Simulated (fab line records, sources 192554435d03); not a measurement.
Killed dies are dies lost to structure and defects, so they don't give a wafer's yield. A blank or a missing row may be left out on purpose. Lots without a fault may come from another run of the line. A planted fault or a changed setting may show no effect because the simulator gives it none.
Chamber matching | flow n5_finfet | N5_BEOL_M0_SAQP_ETCH_49 on rie_diel-05: 4 sister chambers
The step etches SiO2 in CF4/O2, target depth 37 nm. 4 wafers are shown with their chamber, then 7 later ones without.

WAFERS WITH THEIR CHAMBER
wafer  | chamber | showerhead_plenum_p_Torr (Torr)
L348.2 | 3       | 2.10
L356.2 | 0       | 2.17
L362.1 | 1       | 2.28
L362.4 | 2       | 2.19

WAFERS WITHOUT THEIR CHAMBER
wafer  | showerhead_plenum_p_Torr (Torr)
L362.5 | 2.19
L364.2 | 2.19
L364.3 | 2.35
L364.5 | 2.16
L365.2 | 2.35
L365.4 | 2.28
L365.6 | 2.16

WHICH CHAMBER EACH WENT THROUGH
wafer  | from the rows above          | in truth
L362.5 | can't be placed: 2 or 0      | 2
L364.2 | can't be placed: 2 or 0      | 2
L364.3 | 1                            | 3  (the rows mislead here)
L364.5 | can't be placed: 0 or 2 or 3 | 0
L365.2 | 1                            | 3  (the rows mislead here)
L365.4 | 1                            | 1
L365.6 | can't be placed: 0 or 2 or 3 | 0
Placed correctly: 1 of 7. Can't be placed from these rows: 4 (the true chamber is among the candidates in 4). Placed wrongly: 2.
How it was worked out, from the rows above alone: a wafer's distance from a chamber is the root of the sum, over the readings, of the square of ((its reading less the chamber's mean) divided by the reading's scatter). The wafer belongs to the nearest chamber; if the next one is less than 2 further off, it can't be placed. A chamber's mean is the mean of its shown wafers. The scatter: with one shown wafer a chamber, the root of the mean of the squares of how far each hidden wafer lies from its nearest shown one.
